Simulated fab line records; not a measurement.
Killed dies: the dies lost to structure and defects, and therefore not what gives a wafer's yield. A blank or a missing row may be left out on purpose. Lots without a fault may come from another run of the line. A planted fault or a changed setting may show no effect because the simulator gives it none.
Chamber matching    flow n5_finfet    N5_BEOL_M4_DESCUM_16 on rie_diel-06 has 4 sister chambers
The step chemistry O2, time 7 s. 4 wafers are shown with their chamber, then 8 later ones without.

== WAFERS WITH THEIR CHAMBER ==
wafer   chamber  drypump_motor_current_A (A)
L090.3  1        6.5
L093.5  2        5.6
L093.6  0        5.9
L092.2  3        6.6

== WAFERS WITHOUT THEIR CHAMBER ==
wafer   drypump_motor_current_A (A)
L092.4  6.6
L092.5  5.6
L095.2  6.5
L095.4  6.4
L095.5  6.6
L097.3  6.6
L097.4  5.7
L097.6  5.6

== EACH ONE'S CHAMBER ==
wafer   from the rows above      in truth
L092.4  can't be placed: 3 or 1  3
L092.5  2                        2
L095.2  can't be placed: 1 or 3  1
L095.4  can't be placed: 1 or 3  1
L095.5  can't be placed: 3 or 1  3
L097.3  can't be placed: 3 or 1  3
L097.4  can't be placed: 2 or 0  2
L097.6  2                        2
Placed correctly: 2 of 8. Unplaceable from these rows: 6, with the true chamber sitting among the candidates in 6. Placed wrongly: 0.
How it was worked out, from the rows above alone: a wafer's distance from a chamber is the root of the sum, over the readings, of the square of ((its reading less the chamber's mean) divided by the reading's scatter). The wafer belongs to the nearest chamber; if the next one is less than 2 further off, it can't be placed. Each chamber's mean is taken over the wafers shown for it. The scatter: with one shown wafer a chamber, the root of the mean of the squares of how far each hidden wafer lies from its nearest shown one.
